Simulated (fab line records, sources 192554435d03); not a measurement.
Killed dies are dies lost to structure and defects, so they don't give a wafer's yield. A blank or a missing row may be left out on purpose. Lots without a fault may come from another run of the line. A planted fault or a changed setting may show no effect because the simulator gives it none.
Chamber matching | flow n5_finfet | N5_BEOL_M4_DEP_57 on pecvd-03: 3 sister chambers
The step deposits SiCN from 3MS/NH3, target thk 8 nm, time 14 s. 3 wafers are shown with their chamber, then 8 later ones without.

WAFERS WITH THEIR CHAMBER
wafer  | chamber | showerhead_plenum_p_Torr (Torr)
L083.6 | 0       | 3.695
L085.6 | 2       | 3.692
L091.2 | 1       | 3.671

WAFERS WITHOUT THEIR CHAMBER
wafer  | showerhead_plenum_p_Torr (Torr)
L091.3 | 3.687
L091.6 | 3.694
L092.1 | 3.686
L092.2 | 3.674
L092.3 | 3.685
L093.3 | 3.678
L093.4 | 3.682
L093.6 | 3.666

WHICH CHAMBER EACH WENT THROUGH
wafer  | from the rows above          | in truth
L091.3 | can't be placed: 2 or 0 or 1 | 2
L091.6 | can't be placed: 0 or 2      | 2
L092.1 | can't be placed: 2 or 0 or 1 | 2
L092.2 | 1                            | 1
L092.3 | can't be placed: 2 or 0 or 1 | 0
L093.3 | can't be placed: 1 or 2 or 0 | 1
L093.4 | can't be placed: 2 or 1 or 0 | 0
L093.6 | 1                            | 1
Placed correctly: 2 of 8. Can't be placed from these rows: 6 (the true chamber is among the candidates in 6). Placed wrongly: 0.
How it was worked out, from the rows above alone: a wafer's distance from a chamber is the root of the sum, over the readings, of the square of ((its reading less the chamber's mean) divided by the reading's scatter). The wafer belongs to the nearest chamber; if the next one is less than 2 further off, it can't be placed. A chamber's mean is the mean of its shown wafers. The scatter: with one shown wafer a chamber, the root of the mean of the squares of how far each hidden wafer lies from its nearest shown one.
